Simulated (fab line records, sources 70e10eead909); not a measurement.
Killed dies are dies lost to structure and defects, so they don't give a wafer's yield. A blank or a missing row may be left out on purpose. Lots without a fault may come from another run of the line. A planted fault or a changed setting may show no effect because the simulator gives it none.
A struck lot beside a sound one | flow nand_harc | 32 steps out of a route of 1159
Sound: wafers L487.1, L487.2, L487.5. Struck: wafer L495.2. (L495.4 of the same lot was not struck and is left out.) The cause comes at the end.
At each step with rows: each side's tool, then ch and its chambers, then its first start. Under that, the readings that differ: sound wafers | struck wafers | difference of the means | sigmas: that difference in standard deviations of wafers without a fault.
alike: readings whose means differ by less than 2 such deviations, and words and numbers that are the same on both sides. not compared: withheld readings, readings that some wafer has no value for, bounds like >300 that may hide the same value, and numbers for which the record gives no deviation and whose values overlap.
The two part at a step that has a row with sigmas, a row that says differs or no value, or rows on one side only. Numbers that don't overlap but have no deviation are shown without sigmas and don't part them. A reading that every wafer of one side lacks parts them only if that side has two wafers or more.

first, 5 steps without rows for these wafers: NHARC_A_ONON_D1_DEP_19 (target thk 1000 nm); NHARC_A_ONON_D1_DEP_22 (target thk 1000 nm); NHARC_A_ONON_D1_DEP_25 (target thk 1000 nm); NHARC_A_ONON_D1_DEP_28 (target thk 1000 nm); NHARC_A_ONON_D1_DEP_33 (deposits SiO2, target thk 200 nm).
NHARC_A_CHANNEL_HOLE_D1_DEP_00: deposits aC, target thk 3100 nm.
  sound on acl_dep-02 ch 0, day 9 04:51; struck on acl_dep-02 ch 0, day 11 08:41
  alike: throttle_valve_pct
then, 25 steps without rows for these wafers: NHARC_A_CHANNEL_HOLE_D1_DEP_01 (deposits SiON, target thk 140 nm); NHARC_A_CHANNEL_HOLE_D1_DEHYDRATE_02 (time 120 s); NHARC_A_CHANNEL_HOLE_D1_HMDS_03 (time 30 s); NHARC_A_CHANNEL_HOLE_D1_COAT_36 (time 75 s); NHARC_A_CHANNEL_HOLE_D1_COAT_37 (time 65 s); NHARC_A_CHANNEL_HOLE_D1_COAT_04 (resist thk 90 nm); NHARC_A_CHANNEL_HOLE_D1_SOFTBAKE_05 (time 55 s); NHARC_A_CHANNEL_HOLE_D1_EBR_06; NHARC_A_CHANNEL_HOLE_D1_EXPOSE_07 (exposes mask HOLE D1, target cd 100 nm); NHARC_A_CHANNEL_HOLE_D1_PEB_08 (peb time 65 s); NHARC_A_CHANNEL_HOLE_D1_DEVELOP_09 (develop time 35 s); NHARC_A_CHANNEL_HOLE_D1_DESCUM_15 (chemistry O2, time 3 s); NHARC_A_CHANNEL_HOLE_D1_ETCH_38 (etches the open film in CF4, target depth 39 nm, time 65 s); NHARC_A_CHANNEL_HOLE_D1_ETCH_39 (etches the open film in N2/H2, target depth 260 nm, time 325 s); NHARC_A_CHANNEL_HOLE_D1_ETCH_34 (etches the open film in CF4/CHF3, target depth 154 nm, time 77 s); NHARC_A_CHANNEL_HOLE_D1_ETCH_16 (etches the open film in O2/COS, target depth 3100 nm, time 806 s); NHARC_A_CHANNEL_HOLE_D1_ETCH_19 (etches the open film in C4F8/O2/Ar, time 34.5 s); NHARC_A_CHANNEL_HOLE_D1_ETCH_20 (etches the open film in C4F8/O2/Ar, time 361.9 s, target depth 1600 nm); NHARC_A_CHANNEL_HOLE_D1_ETCH_21 (etches the open film in C4F8/O2/Ar, time 514.3 s, target depth 1600 nm); NHARC_A_CHANNEL_HOLE_D1_ETCH_22 (etches the open film in C4F8/O2/Ar, time 666.7 s, target depth 1600 nm); NHARC_A_CHANNEL_HOLE_D1_ETCH_23 (etches the open film in C4F8/O2/Ar, time 819 s, target depth 1600 nm); NHARC_A_CHANNEL_HOLE_D1_ETCH_24 (etches the open film in C4F8/O2/Ar, time 906.2 s, target depth 1500 nm); NHARC_A_CHANNEL_HOLE_D1_ETCH_25 (etches the open film in C4F8/O2/Ar, time 1040.2 s, target depth 1500 nm); NHARC_A_CHANNEL_HOLE_D1_ETCH_26 (etches the open film in C4F8/O2/Ar, time 224.1 s, target depth 300 nm); NHARC_A_CHANNEL_HOLE_D1_ETCH_33 (etches the open film in C4F8/O2/Ar, time 90 s, target depth 400 nm).
-- the record jumps here: 11 days lie between the struck wafers' starts before and after (it left off in module A_CHANNEL_HOLE_D1 and takes up again in module END, whose first step shown is number 1159 of the route) --
NHARC_END_SORT_01:
  the record has rows for the struck wafers here (prober-01 ch 0, day 22 06:49) and none for the sound ones

WHERE THEY PART
Only at NHARC_END_SORT_01, within this record.

WHY: what the simulator had put in
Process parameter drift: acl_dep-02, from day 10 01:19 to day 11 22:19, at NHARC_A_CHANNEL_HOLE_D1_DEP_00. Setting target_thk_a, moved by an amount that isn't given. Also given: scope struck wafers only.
